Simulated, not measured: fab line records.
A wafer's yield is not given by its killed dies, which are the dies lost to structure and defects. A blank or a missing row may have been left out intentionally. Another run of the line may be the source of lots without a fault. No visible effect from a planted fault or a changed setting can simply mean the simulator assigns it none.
Split-lot trial | flow n5Finfet | 21 wafers read from 7 lots, route of 1938 steps

== THE SPLIT ==
At N5_FIN_SAQP_ALD_61 (deposits SiO2, target thk 4 nm, pulse time 1 s, purge time 2 s), the setting tempC was moved away from the recipe's 300 C on 7 of the 21 wafers read, by -3.3% to +1.9%. This setting was run at the recipe's value on the other wafers.

The split's own step is where the reading is taken.

== THE READING ==
SiO2_of_FIN_SAQP_ALD_61.thkNm (the simulator's own value, which no gauge read), in nm, at N5_FIN_SAQP_ALD_61 (deposits SiO2, target thk 4 nm, pulse time 1 s, purge time 2 s). No usual value for it is given in the file. The 14 wafers here that ran the recipe average 3.994 nm, standard deviation 0.017 nm.

wafer  | tool, chamber at the split | tempC as run, C | against the recipe | SiO2_of_FIN_SAQP_ALD_61.thkNm, nm | against lot-mates on the recipe
L078.1 | aldSin-01, 3               | 300             | recipe             | 3.995                             | -
L078.4 | aldSin-01, 2               | 300             | recipe             | 4.012                             | -
L078.5 | aldSin-01, 3               | 290.2           | -3.3%              | 4.133                             | +0.130
L085.2 | aldSin-01, 3               | 300             | recipe             | 3.993                             | -
L085.4 | aldSin-01, 1               | 300             | recipe             | 4.005                             | -
L085.6 | aldSin-01, 1               | 300             | recipe             | 3.988                             | -
L086.1 | aldSin-01, 1               | 300             | recipe             | 4.005                             | -
L086.3 | aldSin-01, 3               | 305.5           | +1.8%              | 3.938                             | -0.067
L086.6 | aldSin-01, 2               | 305.5           | +1.8%              | 3.956                             | -0.049
L087.2 | aldSin-03, 1               | 300             | recipe             | 3.989                             | -
L087.3 | aldSin-03, 2               | 292.2           | -2.6%              | 4.146                             | +0.157
L087.6 | aldSin-03, 3               | 292.2           | -2.6%              | 4.126                             | +0.137
L091.2 | aldSin-01, 1               | 300             | recipe             | 4.04                              | -
L091.3 | aldSin-01, 0               | 300             | recipe             | 3.972                             | -
L091.4 | aldSin-01, 2               | 300             | recipe             | 3.985                             | -
L095.1 | aldSin-01, 2               | 305.8           | +1.9%              | 3.942                             | -0.043
L095.2 | aldSin-01, 0               | 300             | recipe             | 3.975                             | -
L095.3 | aldSin-01, 1               | 300             | recipe             | 3.996                             | -
L097.1 | aldSin-01, 3               | 300             | recipe             | 3.972                             | -
L097.2 | aldSin-01, 2               | 294.7           | -1.8%              | 4.064                             | +0.084
L097.4 | aldSin-01, 1               | 300             | recipe             | 3.988                             | -

FIT RESULTS
A straight line over all 21 wafers: SiO2_of_FIN_SAQP_ALD_61.thkNm changes by -0.0412 nm for each +1% of tempC; r = -0.94; the points scatter about the line by 0.021 nm.
The same after taking each lot's own level away (the mean of its wafers on the recipe; 21 wafers): -0.0423 nm for each +1%; r = -0.95; scatter 0.02 nm.
Per that fit: largest tempC move, reading shift of 0.14 nm.
Across the lots, their own levels run from 3.9800 to 4.0050 nm, a range of 1.4 times the standard deviation given above.
So the lot-to-lot level changes the slope little: the two slopes agree.
Check: with one of the wafers moved furthest among these (-3.3%) left out of the fit, the line predicts +0.152 nm for it against its lot-mates. It came out at +0.13 nm against them.

== THE FILE'S OWN FIT ==
SiO2_of_FIN_SAQP_ALD_61.thkNm changes by -0.0415 nm for each +1% of tempC, r = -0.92.
